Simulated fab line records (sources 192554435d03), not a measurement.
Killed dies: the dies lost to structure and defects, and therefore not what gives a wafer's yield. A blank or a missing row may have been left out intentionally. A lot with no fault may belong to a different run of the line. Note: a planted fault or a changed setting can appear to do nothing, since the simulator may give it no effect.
Chamber matching ; flow n5 finfet ; 4 sister chambers for N5_FIN_SAQP_ETCH_51 on rie diel-06
The step etches SiARC in CF4, target depth 45.5 nm, time 75.8 s. 16 wafers are shown with their chamber, then 8 later ones without.

WAFERS, EACH WITH ITS CHAMBER
wafer;chamber;showerhead plenum p Torr (Torr);throttle valve pct (%);drypump motor current A (A)
L074.1;2;2.05;15.60;5.6
L074.3;1;2.15;15.92;5.7
L074.6;3;2.26;15.62;5.7
L077.1;0;2.24;15.49;6.0
L077.2;3;2.26;15.63;5.7
L077.4;2;2.05;15.60;5.6
L082.2;2;2.05;15.62;5.6
L082.3;3;2.25;15.67;5.7
L082.6;3;2.25;15.66;5.8
L083.3;0;2.23;15.50;6.1
L083.4;2;2.05;15.62;5.6
L083.5;0;2.23;15.52;6.0
L086.1;3;2.25;15.65;5.8
L086.2;0;2.23;15.51;6.0
L086.5;1;2.14;15.96;5.8
L090.1;1;2.14;15.99;5.7

SIGNATURES, as means of the wafers listed above
reading;chamber 0;chamber 1;chamber 2;chamber 3;scatter within a chamber
showerhead plenum p Torr;2.2325;2.1433;2.0500;2.2540;0.00467
throttle valve pct;15.5050;15.9567;15.6100;15.6460;0.0206
drypump motor current A;6.025;5.733;5.600;5.740;0.0467
Rule: for each reading, subtract the chamber's mean from the wafer's reading, divide by that reading's scatter and square the result; add these up over the readings and take the root, which gives the wafer's distance from the chamber. If the next closest chamber is less than 2 further off than the closest, the wafer can't be placed; otherwise it belongs to the closest. The scatter is the square root of a quotient: the sum, over the shown wafers, of each reading's squared deviation from its chamber's mean, divided by wafers minus chambers.

WAFERS WHOSE CHAMBER IS MISSING
wafer;showerhead plenum p Torr (Torr);throttle valve pct (%);drypump motor current A (A)
L090.2;2.23;15.53;6.0
L090.6;2.25;15.68;5.7
L095.2;2.24;15.69;5.7
L095.4;2.04;15.65;5.6
L095.5;2.22;15.56;6.0
L096.1;2.04;15.66;5.6
L096.4;2.22;15.55;6.0
L096.5;2.24;15.71;5.7

WHICH CHAMBER EACH ONE RAN IN
wafer;from the rows above;in truth
L090.2;0;0
L090.6;3;3
L095.2;3;3
L095.4;2;2
L095.5;0;0
L096.1;2;2
L096.4;0;0
L096.5;3;3
Correctly placed: 8 of 8. From these rows, 0 cannot be placed. Number placed wrongly: 0.
